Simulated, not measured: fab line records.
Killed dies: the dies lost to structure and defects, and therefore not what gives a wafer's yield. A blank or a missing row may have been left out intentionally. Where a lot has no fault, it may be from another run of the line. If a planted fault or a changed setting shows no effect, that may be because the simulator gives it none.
A lot that was struck, set against a sound lot + flow n5-finfet + 14 steps out of a route of 1938
Sound: the wafers L917.1, L917.4, L917.5. Wafers L930.4, L930.5, L930.6 were the ones struck. Last of all comes the cause.
At each step with rows: each side's tool, then ch and its chambers, then its first start. Under that, the readings that differ: sound wafers + struck wafers + difference of the means + sigmas: that difference in standard deviations of wafers without a fault.
alike: words and numbers the same on both sides, and readings whose means are apart by under 2 such deviations; not compared: readings that were withheld, readings missing a value for some wafer, numbers with overlapping values and no deviation given by the record, and bounds like >300 which may hide the same value.
The two part at a step that has a row with sigmas, a row that says differs or no value, or rows on one side only. Numbers that have no deviation but don't overlap get no sigmas and don't part them. A reading that every wafer of one side lacks parts them only if that side has two wafers or more.

first, 7 steps without rows for these wafers: N5_PASSIVATION_COAT_38; N5_PASSIVATION_EBR_40; N5_PASSIVATION_SOFTBAKE_39 (time 120 s); N5_PASSIVATION_EXPOSE_41 (exposes mask PASS OPEN, defocus 0 nm, target cd 40000 nm); N5_PASSIVATION_PEB_42; N5_PASSIVATION_DEVELOP_43 (develop time 60 s); N5_PASSIVATION_HARDBAKE_45 (time 120 s).
N5_PASSIVATION_CD_MEAS_44 targets a cd of 40000 nm.
  sound on cd-sem-02 ch 0, day 14 04:52; struck on cd-sem-02 ch 0, day 16 20:38
  alike: cd-nm
N5_PASSIVATION_OVL_MEAS_66:
  sound on overlay-01 ch 0, day 14 04:54; struck on overlay-01 ch 0, day 16 20:40
  alike: PASS_OPEN_OVL
N5_PASSIVATION_INSPECT_67: inspects for defects (macro).
  sound on defect-inspect-02 at day 14 04:55; struck on defect-inspect-02 at day 16 20:42
  alike: raw-defect-count
N5_PASSIVATION_DESCUM_46: chemistry O2, time 7.9 s.
  sound on rie-diel-02 ch 1,3, day 14 05:16; struck on rie-diel-01 ch 1,2,3, day 16 20:44
  alike: bias-power-w, drypump-motor-current-A, oes-product-au, rf-fwd-power-W, rf-vpp-V, showerhead-plenum-p-Torr, throttle-valve-pct
  not compared: rf-hours-counter-h
N5_PASSIVATION_PASS_ETCH_47: etches SiNx in CF4/O2, target depth 770 nm, time 385 s.
  sound on rie-diel-02 ch 1,3, day 14 05:19; struck on rie-diel-01 ch 1,2,3, day 16 20:46
| reading                | sound             | struck            | difference | sigmas |
|------------------------|-------------------|-------------------|------------|--------|
| throttle-valve-pct (%) | 16.21 16.43 16.43 | 15.89 15.95 15.53 | -0.57      | -2     |
  alike: drypump-motor-current-A, mfc-ar-sccm, oes-product-au, rf-fwd-power-W, rf-vpp-V, showerhead-plenum-p-Torr
  not compared: rf-hours-counter-h
N5_PASSIVATION_ETCH_54: etches SiO2 in CHF3/O2, target depth 880 nm, time 440 s.
  sound on rie-diel-02 ch 1,3, day 14 05:32; struck on rie-diel-01 ch 1,2,3, day 16 20:59
| reading                                 | sound             | struck            | difference | sigmas |
|-----------------------------------------|-------------------|-------------------|------------|--------|
| rf-fwd-power-W (W)                      | 651.4 649.8 648.9 | 801.6 803.1 800.3 | +151.6     | +76    |
| rf-vpp-V (V)                            | 530 509 509       | 469 482 462       | -45        | -5     |
| throttle-valve-pct (%)                  | 19.16 19.29 19.30 | 18.84 18.83 18.47 | -0.54      | -2     |
| model.etch.depth-nm (nm)                | 876 890.3 887.1   | 952.6 941.9 942.3 | +61.1      |        |
| model.PASSIVATION.feature-depth-nm (nm) | 876 890.2 887.2   | 952.6 941.8 942.2 | +61.1      |        |
  alike: drypump-motor-current-A, mfc-ar-sccm, oes-product-au, showerhead-plenum-p-Torr
  not compared: rf-hours-counter-h
N5_PASSIVATION_STRIP_48: strips in O2.
  sound on rie-diel-02 ch 1,3, day 14 05:49; struck on rie-diel-01 ch 1,2,3, day 16 21:17
  alike: drypump-motor-current-A, oes-product-au, rf-vpp-V, showerhead-plenum-p-Torr, throttle-valve-pct
  not compared: rf-hours-counter-h

## WHERE THEY PART
First at N5_PASSIVATION_PASS_ETCH_47; last, within this record, at N5_PASSIVATION_ETCH_54. Later steps at which nothing parts them and some readings are alike: N5_PASSIVATION_STRIP_48.

WHY: what the simulator had put in
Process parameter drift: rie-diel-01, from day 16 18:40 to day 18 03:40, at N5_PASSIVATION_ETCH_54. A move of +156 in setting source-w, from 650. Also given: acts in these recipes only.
